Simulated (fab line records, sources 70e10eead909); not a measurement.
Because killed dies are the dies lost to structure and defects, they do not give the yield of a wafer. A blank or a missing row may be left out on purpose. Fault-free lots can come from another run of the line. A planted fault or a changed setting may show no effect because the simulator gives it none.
8D (eight disciplines) problem report, filled in by code :: flow nand harc :: the parts of the form that need people (team, actions taken, sign-off) are left out

## 1. WHAT WENT WRONG
overlay x nm at NHARC_A_BONDPAD_OVL_MEAS_35 reads a mean of 42 nm on 9 wafers of 3 lots; wafers without a fault read 2 nm with a standard deviation of 6. Relative to the usual mean, that is a shift of +6.6 standard deviations.
Earliest sighting: wafer L246.2 on overlay-01 at day 31 00:00. The record has a number at this step for 33 wafers belonging to 11 lots. The rule behind "out" and "out of limits": a value lying over 4 standard deviations away from the usual mean. Any other wafer with a number is counted as sound.

## 2. WHAT IT IS, AND WHAT IT ISN'T
question: which readings at this step
is: overlay x nm
is not: overlay y nm

question: which lots
is: L246, L247, L250
is not: L230, L232, L235, L236, L237, L238, L240, L251

question: which wafers of those lots
is: all that have a number
is not: -

question: read on which gauges
is: overlay-01, overlay-02
is not: -

question: when
is: from day 31 00:00
is not: up to then (21 sound wafers); but 3 sound wafers of L251 came after

## 3. THE SUSPECTS, EACH WITH WHAT RULES IT OUT
Counting: a tool at a process step up to the reading stays a suspect if it ran every lot that is out and no sound lot after the first of them.
- the gauge at NHARC_A_BONDPAD_OVL_MEAS_35: ruled out. Those wafers that are out were read across 2 gauges (overlay-01, overlay-02).
- rtp anneal-01 at NHARC_A_M1_ANNEAL_31 (time 90 s): kept. All lots that are out passed through it, beginning with L246 at day 30 21:14, and no sound lot followed; its final sound lot before that point was L240 at day 27 15:23.
- krf scanner-04 at NHARC_A_BONDPAD_EXPOSE_06 (exposes mask A BPAD): kept. All lots that are out passed through it, beginning with L246 at day 30 23:46, and no sound lot followed; its final sound lot before that point was L238 at day 27 18:32.
The count leaves krf scanner-04 at NHARC_A_BONDPAD_EXPOSE_06 and rtp anneal-01 at NHARC_A_M1_ANNEAL_31.

## 4. THE CAUSE (what the simulator had put in)
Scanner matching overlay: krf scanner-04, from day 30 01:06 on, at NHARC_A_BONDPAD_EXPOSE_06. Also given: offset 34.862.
Counting left 2 suspects, and this tool is among them.

## 5. THE CHAIN OF EFFECTS, in route order
Rows list readings where the struck wafers' mean (over those with a number) sits beyond 3 standard deviations from the usual. Only readings for which the record gives a usual standard deviation are gone through. hours: the time from each lot's start at the first step in this table that gives one to its start at this step, as a median over the lots. sigmas: the change in usual standard deviations.
hours: 0
step: NHARC_A_BONDPAD_OVL_MEAS_35
reading: overlay x nm
usual: 2 nm
on struck wafers: 42
change: +40
sigmas: +6.6
At these later measuring or inspecting steps, every struck wafer for which the step has a row has a number for every such reading, and none has moved that far: NHARC_END_SORT_01.

## 6. HOW IT WOULD HAVE BEEN CAUGHT EARLIER
Counted from the fault's start at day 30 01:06, it took 23 hours until the first out-of-limits reading at a measuring or inspecting step in this record, taken at day 31 00:00.
Among the 3 lots that are out, L247, L250 began NHARC_A_BONDPAD_EXPOSE_06 on krf scanner-04 after day 31 00:00. A hold on the tool at that time would have spared those 2.
